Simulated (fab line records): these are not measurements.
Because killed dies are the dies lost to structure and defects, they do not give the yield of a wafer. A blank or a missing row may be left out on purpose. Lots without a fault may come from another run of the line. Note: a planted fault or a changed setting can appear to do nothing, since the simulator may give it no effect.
Code-filled problem report in 8D (eight disciplines) form | flow nand-harc | the parts of the form that need people (team, actions taken, sign-off) are left out

1. PROBLEM STATEMENT
Wafers with no fault read 32 with a standard deviation of 11, whereas killed-dies at NHARC_END_SORT_01 reads a mean of 559 on 1 wafer of 1 lot. That puts it +48 standard deviations away from the usual mean.
The first sign was on wafer L511.4 at day 22 16:29, on prober-01. Wafers with a number at this step in the record: 14, from 5 lots. The rule behind "out" and "out of limits": a value lying over 4 standard deviations away from the usual mean. The other wafers with a number count as sound.

2. WHAT THIS IS AND IS NOT
question                    | is                           | is not
which readings at this step | killed-dies, killed-at-array | killed-at-other, killed-at-periphery, killed-open, killed-short
which lots                  | L511                         | L500, L504, L512, L519
which wafers of those lots  | L511.4                       | L511.5
read on which gauges        | prober-01                    | prober-02
when                        | from day 22 16:29            | up to then (9 sound wafers); but 4 sound wafers of L511, L519 came after

3. SUSPECTS, AND WHAT RULES EACH OUT
Counting: if a tool at a process step up to the reading ran every lot that is out, it stays a suspect. Sound lots after the first of them don't rule it out here, since some wafers of a struck lot are sound.
- the gauge at NHARC_END_SORT_01: ruled out. All the wafers that are out were read on prober-01, but those of them that NHARC_A_SGD_CUT_ETCH_16 has rows for are out there too, on other tools.
- rie-diel-09 at NHARC_A_SGD_CUT_DESCUM_14 (chemistry O2, time 3 s): kept. L511, the lot that is out, went through it at day 17 02:43; up to then, the latest sound lot through it was L504 at day 15 09:33.
- rie-diel-09 at NHARC_A_SGD_CUT_ETCH_58 (etches the open film in CF4, target depth 39 nm, time 65 s): kept. L511, the lot that is out, went through it at day 17 02:47; up to then, the latest sound lot through it was L504 at day 15 09:38.
- rie-diel-09 at NHARC_A_SGD_CUT_ETCH_59 (etches the open film in N2/H2, target depth 260 nm, time 406.25 s): kept. L511, the lot that is out, went through it at day 17 03:17; up to then, the latest sound lot through it was L504 at day 15 10:08. Because NHARC_A_SGD_CUT_ETCH_59 lacks a start for some lots, the hours and order of its lots are taken from NHARC_A_SGD_CUT_ETCH_16.
- rie-diel-09 at NHARC_A_SGD_CUT_ETCH_15 (etches the open film in CH3F/O2, target depth 75 nm, time 64.3 s): kept. L511, the lot that is out, went through it at day 17 03:17; up to then, the latest sound lot through it was L504 at day 15 10:08. Because NHARC_A_SGD_CUT_ETCH_15 lacks a start for some lots, the hours and order of its lots are taken from NHARC_A_SGD_CUT_ETCH_16.
- rie-diel-09 at NHARC_A_SGD_CUT_ETCH_16 (etches the open film in C4F8/O2/Ar, target depth 310.5 nm, time 155.2 s): kept. L511, the lot that is out, went through it at day 17 03:17; up to then, the latest sound lot through it was L504 at day 15 10:08. Its own readings are out on those wafers: oes-product-au.
- Within rie-diel-09 at NHARC_A_SGD_CUT_DESCUM_14, the wafers that are out were processed in chamber 2 and their sound lot-mates in chamber 3.
- Within rie-diel-09 at NHARC_A_SGD_CUT_ETCH_58, the wafers that are out were processed in chamber 2 and their sound lot-mates in chamber 3.
- Within rie-diel-09 at NHARC_A_SGD_CUT_ETCH_59, the wafers that are out were processed in chamber 1 and their sound lot-mates in chamber 2.
- Within rie-diel-09 at NHARC_A_SGD_CUT_ETCH_15, the wafers that are out were processed in chamber 3 and their sound lot-mates in chamber 2.
- Within rie-diel-09 at NHARC_A_SGD_CUT_ETCH_16, the wafers that are out were processed in chamber 1 and their sound lot-mates in chamber 3.
Left after counting: rie-diel-09 at NHARC_A_SGD_CUT_DESCUM_14, rie-diel-09 at NHARC_A_SGD_CUT_ETCH_58, rie-diel-09 at NHARC_A_SGD_CUT_ETCH_59, rie-diel-09 at NHARC_A_SGD_CUT_ETCH_15, rie-diel-09 at NHARC_A_SGD_CUT_ETCH_16.

4. THE CAUSE (what the simulator had put in)
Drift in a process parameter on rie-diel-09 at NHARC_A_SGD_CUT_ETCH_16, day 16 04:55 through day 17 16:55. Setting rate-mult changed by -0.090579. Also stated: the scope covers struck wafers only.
Of the 5 suspects that counting leaves, this tool is one.

5. THE CHAIN OF EFFECTS, in route order
One row per reading whose mean, taken over the struck wafers that have a number, lies over 3 standard deviations from the usual. Only readings for which the record gives a usual standard deviation are gone through. hours: the time from each lot's start at the first step in this table that gives one to its start at this step, as a median over the lots. sigmas: the change in usual standard deviations.
hours | step                    | reading         | usual      | on struck wafers | change | sigmas
0     | NHARC_A_SGD_CUT_ETCH_16 | oes-product-au  | 0.972 a.u. | 0.885            | -0.087 | -5.1
133   | NHARC_END_SORT_01       | killed-at-array | 28         | 550              | +522   | +47
133   | NHARC_END_SORT_01       | killed-dies     | 32         | 559              | +527   | +48
It contains these process steps:
- NHARC_A_SGD_CUT_ETCH_16: etches the open film in C4F8/O2/Ar, target depth 310.5 nm, time 155.2 s.

6. HOW IT WOULD HAVE BEEN CAUGHT EARLIER
The first out-of-limits reading at a measuring or inspecting step in this record came at day 22 16:29, 156 hours after the fault's start at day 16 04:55.
At NHARC_A_SGD_CUT_ETCH_16, the tool's own readings (oes-product-au) were out on each struck wafer the step has a row for, so an alarm limit on them would have fired on the first such wafer.
All the lots that are out (1) had begun NHARC_A_SGD_CUT_ETCH_16 on rie-diel-09 by day 22 16:29. None of them would have been spared by holding the tool at that moment.
